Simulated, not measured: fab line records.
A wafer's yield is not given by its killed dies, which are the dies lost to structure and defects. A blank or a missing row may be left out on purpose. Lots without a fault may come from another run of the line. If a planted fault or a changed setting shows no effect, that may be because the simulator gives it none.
fab line records / flow n5-finfet / part 2 of 2: steps 21 to 33 of 33
record lots=5 wafers=15 last-day=17
route steps=1938 shown HKMG_FIN@394
lots with no fault: from the same line, run without faults
start-h: hours from the record's opening day to when the first of the lot's shown wafers began / wait-h: hours from the lot's prior step to this one / " repeats the value in the row above / L1.1+2: a row that stands for several wafers / - value missing, or start not given / * or withheld: withheld / < > ~ a bound
route shown NAME@n: NAME is a module with steps in the file, n the number in the route of the first one / usual: average and standard deviation across the fault-free wafers / same: alike in all rows / chamber/n: place in a boat / sites: readings site by site / _std_site: standard deviation of those values / _edge_site: mean of outer sites minus mean of inner sites / radius-mm: for every site, how far away it sits from the centre of the wafer / mask NAME#n: copy n / behind: the tool/chamber that last shaped the wafer / hold: the reason the lot was held/the length of the hold in hours/how it ended / device: the n, p or np transistor that did not switch / end of line: at the end of the route, the tests of the same wafers / step lacking rows: just its recipe / killed: dies lost to structure and defects at the first sort, not the wafer's yield / map: the dies of a wafer, with x for killed, . for not killed, _ for no die there
set.NAME: the run value of the setting; set.NAME@STEP: its run value at that earlier step / model.NAME: the simulator's own value behind a step, which no gauge read
a table for each step, a row for each wafer; lots at some steps of the route
services: when a tool's chamber went out of use (start-h, in hours from the record's first day, below 0 if earlier), for how many hours, and the reason
## steps
# step N5_HKMG_FIN_RTA_80
# recipe temp-c=withheld time-s=2 ambient=N2 idle-temp-c=600 ramp-up-c-per-s=150 ramp-down-c-per-s=60 cool-to-c=600
lot.wafer=L074.2+3+6 tool=rtp-anneal-01 chamber=0 start-h=75.07 wait-h=0.1
lot.wafer=L075.1+2+5 tool=rtp-anneal-02 chamber=0 start-h=80.11 wait-h=0.1
lot.wafer=L079.1+4+6 tool=rtp-anneal-01 chamber=0 start-h=103.89 wait-h=0.3
lot.wafer=L082.1+4+6 tool=rtp-anneal-02 chamber=0 start-h=123.37 wait-h=0.1
lot.wafer=L096.1+2+6 tool=rtp-anneal-02 chamber=0 start-h=204.72 wait-h=0.3
# step N5_HKMG_FIN_PRECLEAN_64
# recipe chemistry=dHF time-s=30 temp-c=25 dilution=withheld
lot.wafer=L074.2+3+6 tool=wet-bench-02 chamber=4,6,5 start-h=75.30 wait-h=0.2
lot.wafer=L075.1+2+5 tool=wet-bench-04 chamber=7,4,3 start-h=80.26 wait-h=0.1
lot.wafer=L079.1+4+6 tool=wet-bench-04 chamber=3,0,1 start-h=104.04 wait-h=0.1
lot.wafer=L082.1+4+6 tool=wet-bench-02 chamber=4,5,7 start-h=123.51 wait-h=0.1
lot.wafer=L096.1+2+6 tool=wet-bench-04 chamber=2,1,7 start-h=204.86 wait-h=0.1
# step N5_HKMG_FIN_WET_ETCH_65
# recipe chemistry=TMAH temp-c=70 conc-wt-pct=5 target=a-Si stop-on=TiN time-s=49 target-depth-nm=3
lot.wafer=L074.2+3+6 tool=wet-bench-02 chamber=4,6,5 start-h=75.32 wait-h=0.0
lot.wafer=L075.1+2+5 tool=wet-bench-04 chamber=7,4,3 start-h=80.27 wait-h=0.0
lot.wafer=L079.1+4+6 tool=wet-bench-04 chamber=3,0,1 start-h=104.05 wait-h=0.0
lot.wafer=L082.1+4+6 tool=wet-bench-02 chamber=4,5,7 start-h=123.52 wait-h=0.0
lot.wafer=L096.1+2+6 tool=wet-bench-04 chamber=2,1,7 start-h=204.87 wait-h=0.0
# step N5_HKMG_FIN_WET_ETCH_81
# recipe chemistry=SC1 target=TiN stop-on=HfO2 mix=1:1:5 temp-c=60 time-s=57 target-depth-nm=6
lot.wafer=L074.2+3+6 tool=wet-bench-02 chamber=4,6,5 start-h=75.35 wait-h=0.0
lot.wafer=L075.1+2+5 tool=wet-bench-04 chamber=7,4,3 start-h=80.28 wait-h=0.0
lot.wafer=L079.1+4+6 tool=wet-bench-04 chamber=3,0,1 start-h=104.07 wait-h=0.0
lot.wafer=L082.1+4+6 tool=wet-bench-02 chamber=4,5,7 start-h=123.54 wait-h=0.0
lot.wafer=L096.1+2+6 tool=wet-bench-04 chamber=2,1,7 start-h=204.89 wait-h=0.0
# step N5_HKMG_FIN_WET_ETCH_82
# recipe chemistry=dHCl mix=1:10000 temp-c=25 target=La2O3 stop-on=HfO2 target-depth-nm=2 dry=ipa-marangoni rinse-time-s=30 rinse-temp-c=23
lot.wafer=L074.2+3+6 tool=wet-bench-02 chamber=4,6,5 start-h=75.41 wait-h=0.0
lot.wafer=L075.1+2+5 tool=wet-bench-04 chamber=7,4,3 start-h=80.31 wait-h=0.0
lot.wafer=L079.1+4+6 tool=wet-bench-04 chamber=3,0,1 start-h=104.10 wait-h=0.0
lot.wafer=L082.1+4+6 tool=wet-bench-02 chamber=4,5,7 start-h=123.57 wait-h=0.0
lot.wafer=L096.1+2+6 tool=wet-bench-04 chamber=2,1,7 start-h=204.92 wait-h=0.0
# step N5_HKMG_FIN_ALD_36
# recipe material=TiN target-thk-a=10 temp-c=400 ald-precursor-family=TiCl4 ald-co-reactant=NH3 pulse-time-s=1 purge-time-s=3 co-reactant-purge-time-s=2 co-reactant-pulse-time-s=2 ald-cycles=47 pressure-torr=3
# usual heater-power-outer-w=579/62 heater-power-w=914/75 precursor-pulse-height-rel=0.999/0.019
# same co-reactant-pulse-time-s=2 pulse-time-s=1
lot.wafer=L074.2 tool=ald-metal-04 chamber=0 start-h=75.50 wait-h=0.0 heater-power-outer-w=498 heater-power-w=855 precursor-pulse-height-rel=1.000
lot.wafer=L074.3 tool=ald-metal-04 chamber=3 start-h=75.50 wait-h=0.0 heater-power-outer-w=549 heater-power-w=783 precursor-pulse-height-rel=1.007
lot.wafer=L074.6 tool=ald-metal-04 chamber=0 start-h=75.50 wait-h=0.0 heater-power-outer-w=479 heater-power-w=845 precursor-pulse-height-rel=1.023
lot.wafer=L075.1 tool=ald-metal-04 chamber=2 start-h=80.38 wait-h=0.0 heater-power-outer-w=548 heater-power-w=916 precursor-pulse-height-rel=1.013
lot.wafer=L075.2 tool=ald-metal-04 chamber=0 start-h=80.38 wait-h=0.0 heater-power-outer-w=481 heater-power-w=815 precursor-pulse-height-rel=0.968
lot.wafer=L075.5 tool=ald-metal-04 chamber=3 start-h=80.38 wait-h=0.0 heater-power-outer-w=547 heater-power-w=845 precursor-pulse-height-rel=0.956
lot.wafer=L079.1 tool=ald-metal-01 chamber=0 start-h=104.33 wait-h=0.2 heater-power-outer-w=569 heater-power-w=920 precursor-pulse-height-rel=0.988
lot.wafer=L079.4 tool=ald-metal-01 chamber=3 start-h=104.33 wait-h=0.2 heater-power-outer-w=612 heater-power-w=1000 precursor-pulse-height-rel=0.969
lot.wafer=L079.6 tool=ald-metal-01 chamber=3 start-h=104.33 wait-h=0.2 heater-power-outer-w=619 heater-power-w=996 precursor-pulse-height-rel=1.002
lot.wafer=L082.1 tool=ald-metal-03 chamber=0 start-h=123.64 wait-h=0.0 heater-power-outer-w=691 heater-power-w=981 precursor-pulse-height-rel=1.006
lot.wafer=L082.4 tool=ald-metal-03 chamber=2 start-h=123.64 wait-h=0.0 heater-power-outer-w=612 heater-power-w=1002 precursor-pulse-height-rel=0.967
lot.wafer=L082.6 tool=ald-metal-03 chamber=0 start-h=123.64 wait-h=0.0 heater-power-outer-w=671 heater-power-w=1001 precursor-pulse-height-rel=0.975
lot.wafer=L096.1 tool=ald-metal-03 chamber=0 start-h=204.98 wait-h=0.0 heater-power-outer-w=672 heater-power-w=1020 precursor-pulse-height-rel=1.021
lot.wafer=L096.2 tool=ald-metal-03 chamber=2 start-h=204.98 wait-h=0.0 heater-power-outer-w=614 heater-power-w=1016 precursor-pulse-height-rel=1.015
lot.wafer=L096.6 tool=ald-metal-03 chamber=1 start-h=204.98 wait-h=0.0 heater-power-outer-w=690 heater-power-w=1029 precursor-pulse-height-rel=0.959
# step N5_HKMG_FIN_THK_MEAS_70
# recipe thk-meas-gauge=xrf reads=HfO2_of_HKMG_FIN_HK_ALD_01
# usual HK_THK=1.608/0.016
lot.wafer=L074.2 tool=film-metro-02 chamber=- start-h=75.78 wait-h=0.2 HK_THK[nm]=1.614
lot.wafer=L074.3 tool=film-metro-02 chamber=- start-h=75.78 wait-h=0.2 HK_THK[nm]=1.610
lot.wafer=L074.6 tool=film-metro-02 chamber=- start-h=75.78 wait-h=0.2 HK_THK[nm]=1.604
lot.wafer=L075.1 tool=film-metro-02 chamber=- start-h=80.66 wait-h=0.2 HK_THK[nm]=1.648
lot.wafer=L075.2 tool=film-metro-02 chamber=- start-h=80.66 wait-h=0.2 HK_THK[nm]=1.575
lot.wafer=L075.5 tool=film-metro-02 chamber=- start-h=80.66 wait-h=0.2 HK_THK[nm]=1.631
lot.wafer=L079.1 tool=film-metro-01 chamber=- start-h=104.61 wait-h=0.2 HK_THK[nm]=1.601
lot.wafer=L079.4 tool=film-metro-01 chamber=- start-h=104.61 wait-h=0.2 HK_THK[nm]=1.630
lot.wafer=L079.6 tool=film-metro-01 chamber=- start-h=104.61 wait-h=0.2 HK_THK[nm]=1.613
lot.wafer=L082.1 tool=film-metro-01 chamber=- start-h=123.92 wait-h=0.2 HK_THK[nm]=1.594
lot.wafer=L082.4 tool=film-metro-01 chamber=- start-h=123.92 wait-h=0.2 HK_THK[nm]=1.628
lot.wafer=L082.6 tool=film-metro-01 chamber=- start-h=123.92 wait-h=0.2 HK_THK[nm]=1.602
lot.wafer=L096.1 tool=film-metro-01 chamber=- start-h=205.26 wait-h=0.2 HK_THK[nm]=1.610
lot.wafer=L096.2 tool=film-metro-01 chamber=- start-h=205.26 wait-h=0.2 HK_THK[nm]=1.603
lot.wafer=L096.6 tool=film-metro-01 chamber=- start-h=205.26 wait-h=0.2 HK_THK[nm]=1.615
# step N5_HKMG_FIN_PWFM_ALD_03
# recipe material=TiN target-thk-a=20 temp-c=400 ald-precursor-family=TiCl4 ald-co-reactant=NH3 pulse-time-s=1 purge-time-s=3 co-reactant-purge-time-s=2 co-reactant-pulse-time-s=2 ald-cycles=91 pressure-torr=3
# usual heater-power-outer-w=582/65 heater-power-w=917/72 precursor-pulse-height-rel=0.999/0.022
# same co-reactant-pulse-time-s=2 pulse-time-s=1
lot.wafer=L074.2 tool=ald-metal-03 chamber=3 start-h=75.82 wait-h=0.0 heater-power-outer-w=506 heater-power-w=828 precursor-pulse-height-rel=1.007
lot.wafer=L074.3 tool=ald-metal-03 chamber=0 start-h=75.82 wait-h=0.0 heater-power-outer-w=672 heater-power-w=1005 precursor-pulse-height-rel=0.990
lot.wafer=L074.6 tool=ald-metal-03 chamber=2 start-h=75.82 wait-h=0.0 heater-power-outer-w=586 heater-power-w=956 precursor-pulse-height-rel=1.019
lot.wafer=L075.1 tool=ald-metal-01 chamber=3 start-h=80.69 wait-h=0.0 heater-power-outer-w=593 heater-power-w=998 precursor-pulse-height-rel=1.016
lot.wafer=L075.2 tool=ald-metal-01 chamber=2 start-h=80.69 wait-h=0.0 heater-power-outer-w=666 heater-power-w=983 precursor-pulse-height-rel=1.009
lot.wafer=L075.5 tool=ald-metal-01 chamber=0 start-h=80.69 wait-h=0.0 heater-power-outer-w=566 heater-power-w=937 precursor-pulse-height-rel=0.972
lot.wafer=L079.1 tool=ald-metal-03 chamber=0 start-h=104.65 wait-h=0.0 heater-power-outer-w=683 heater-power-w=1006 precursor-pulse-height-rel=1.030
lot.wafer=L079.4 tool=ald-metal-03 chamber=1 start-h=104.65 wait-h=0.0 heater-power-outer-w=688 heater-power-w=1006 precursor-pulse-height-rel=1.021
lot.wafer=L079.6 tool=ald-metal-03 chamber=0 start-h=104.65 wait-h=0.0 heater-power-outer-w=711 heater-power-w=1022 precursor-pulse-height-rel=0.942
lot.wafer=L082.1 tool=ald-metal-04 chamber=3 start-h=123.96 wait-h=0.0 heater-power-outer-w=538 heater-power-w=813 precursor-pulse-height-rel=0.993
lot.wafer=L082.4 tool=ald-metal-04 chamber=1 start-h=123.96 wait-h=0.0 heater-power-outer-w=588 heater-power-w=919 precursor-pulse-height-rel=0.988
lot.wafer=L082.6 tool=ald-metal-04 chamber=1 start-h=123.96 wait-h=0.0 heater-power-outer-w=593 heater-power-w=899 precursor-pulse-height-rel=0.964
lot.wafer=L096.1 tool=ald-metal-04 chamber=2 start-h=205.30 wait-h=0.0 heater-power-outer-w=564 heater-power-w=931 precursor-pulse-height-rel=1.015
lot.wafer=L096.2 tool=ald-metal-04 chamber=1 start-h=205.30 wait-h=0.0 heater-power-outer-w=597 heater-power-w=912 precursor-pulse-height-rel=1.013
lot.wafer=L096.6 tool=ald-metal-04 chamber=2 start-h=205.30 wait-h=0.0 heater-power-outer-w=557 heater-power-w=893 precursor-pulse-height-rel=1.008
# step N5_HKMG_FIN_COAT_29
# recipe resist=SOC temp-c=250 time-s=60 spin-rpm=1500 resist-thk-nm=300
lot.wafer=L074.2+3+6 tool=litho-track-05 chamber=0 start-h=76.29 wait-h=0.2
lot.wafer=L075.1+2+5 tool=litho-track-05 chamber=0 start-h=81.16 wait-h=0.2
lot.wafer=L079.1+4+6 tool=litho-track-03 chamber=0 start-h=105.12 wait-h=0.2
lot.wafer=L082.1+4+6 tool=litho-track-03 chamber=0 start-h=124.43 wait-h=0.2
lot.wafer=L096.1+2+6 tool=litho-track-04 chamber=0 start-h=205.77 wait-h=0.2
# step N5_HKMG_FIN_COAT_30
# recipe resist=SiARC temp-c=220 time-s=60 spin-rpm=1500 resist-thk-nm=35
lot.wafer=L074.2+3+6 tool=litho-track-05 chamber=0 start-h=- wait-h=-
lot.wafer=L075.1+2+5 tool=litho-track-05 chamber=0 start-h=- wait-h=-
lot.wafer=L079.1+4+6 tool=litho-track-03 chamber=0 start-h=- wait-h=-
lot.wafer=L082.1+4+6 tool=litho-track-03 chamber=0 start-h=- wait-h=-
lot.wafer=L096.1+2+6 tool=litho-track-04 chamber=0 start-h=- wait-h=-
# step N5_HKMG_FIN_COAT_06
# recipe resist=CAR-ArF spin-rpm=1500 resist-thk-nm=90
lot.wafer=L074.2+3+6 tool=litho-track-05 chamber=0 start-h=- wait-h=-
lot.wafer=L075.1+2+5 tool=litho-track-05 chamber=0 start-h=- wait-h=-
lot.wafer=L079.1+4+6 tool=litho-track-03 chamber=0 start-h=- wait-h=-
lot.wafer=L082.1+4+6 tool=litho-track-03 chamber=0 start-h=- wait-h=-
lot.wafer=L096.1+2+6 tool=litho-track-04 chamber=0 start-h=- wait-h=-
# step N5_HKMG_FIN_EBR_08
# recipe solvent=PGMEA ebr-width-mm=1.5
lot.wafer=L074.2+3+6 tool=litho-track-05 chamber=0 start-h=- wait-h=-
lot.wafer=L075.1+2+5 tool=litho-track-05 chamber=0 start-h=- wait-h=-
lot.wafer=L079.1+4+6 tool=litho-track-03 chamber=0 start-h=- wait-h=-
lot.wafer=L082.1+4+6 tool=litho-track-03 chamber=0 start-h=- wait-h=-
lot.wafer=L096.1+2+6 tool=litho-track-04 chamber=0 start-h=- wait-h=-
# step N5_HKMG_FIN_SOFTBAKE_07
# recipe temp-c=110 time-s=60 resist=CAR-ArF
lot.wafer=L074.2+3+6 tool=litho-track-05 chamber=0 start-h=- wait-h=-
lot.wafer=L075.1+2+5 tool=litho-track-05 chamber=0 start-h=- wait-h=-
lot.wafer=L079.1+4+6 tool=litho-track-03 chamber=0 start-h=- wait-h=-
lot.wafer=L082.1+4+6 tool=litho-track-03 chamber=0 start-h=- wait-h=-
lot.wafer=L096.1+2+6 tool=litho-track-04 chamber=0 start-h=- wait-h=-
## services
tool=arfi-scanner-03 chamber=- start-h=54.66 hours=1.0 kind=pm
tool=arfi-scanner-03 chamber=- start-h=56.57 hours=1.1 kind=repair
tool=arfi-scanner-03 chamber=- start-h=58.29 hours=3.9 kind=pm
tool=arfi-scanner-01 chamber=- start-h=61.62 hours=1.3 kind=pm
tool=rie-diel-05 chamber=3 start-h=72.46 hours=6.0 kind=repair
tool=rie-diel-04 chamber=0 start-h=85.48 hours=1.2 kind=repair
tool=rie-diel-05 chamber=- start-h=85.59 hours=0.9 kind=repair
tool=thermal-cvd-si-01 chamber=- start-h=86.33 hours=6.1 kind=pm
tool=ald-metal-01 chamber=1 start-h=93.28 hours=1.5 kind=repair
tool=arfi-scanner-03 chamber=- start-h=94.68 hours=1.7 kind=repair
tool=rie-diel-04 chamber=2 start-h=121.14 hours=23.0 kind=repair
tool=rie-diel-05 chamber=0 start-h=131.14 hours=2.1 kind=repair
tool=arfi-scanner-03 chamber=- start-h=136.70 hours=1.0 kind=pm
tool=rie-diel-04 chamber=0 start-h=140.08 hours=11.9 kind=repair
tool=arfi-scanner-03 chamber=- start-h=147.31 hours=4.9 kind=repair
tool=ald-metal-04 chamber=- start-h=152.22 hours=2.8 kind=pm
tool=thermal-cvd-si-01 chamber=2 start-h=152.68 hours=39.3 kind=repair
tool=arfi-scanner-03 chamber=- start-h=159.68 hours=1.3 kind=pm
tool=wet-bench-04 chamber=- start-h=160.03 hours=2.0 kind=repair
tool=rie-diel-04 chamber=0 start-h=167.44 hours=22.2 kind=repair
tool=rie-diel-04 chamber=- start-h=173.55 hours=2.8 kind=pm
tool=arfi-scanner-03 chamber=- start-h=178.96 hours=0.8 kind=pm
tool=thermal-cvd-si-02 chamber=1 start-h=183.98 hours=17.0 kind=repair
tool=rie-diel-04 chamber=1 start-h=193.71 hours=6.3 kind=repair
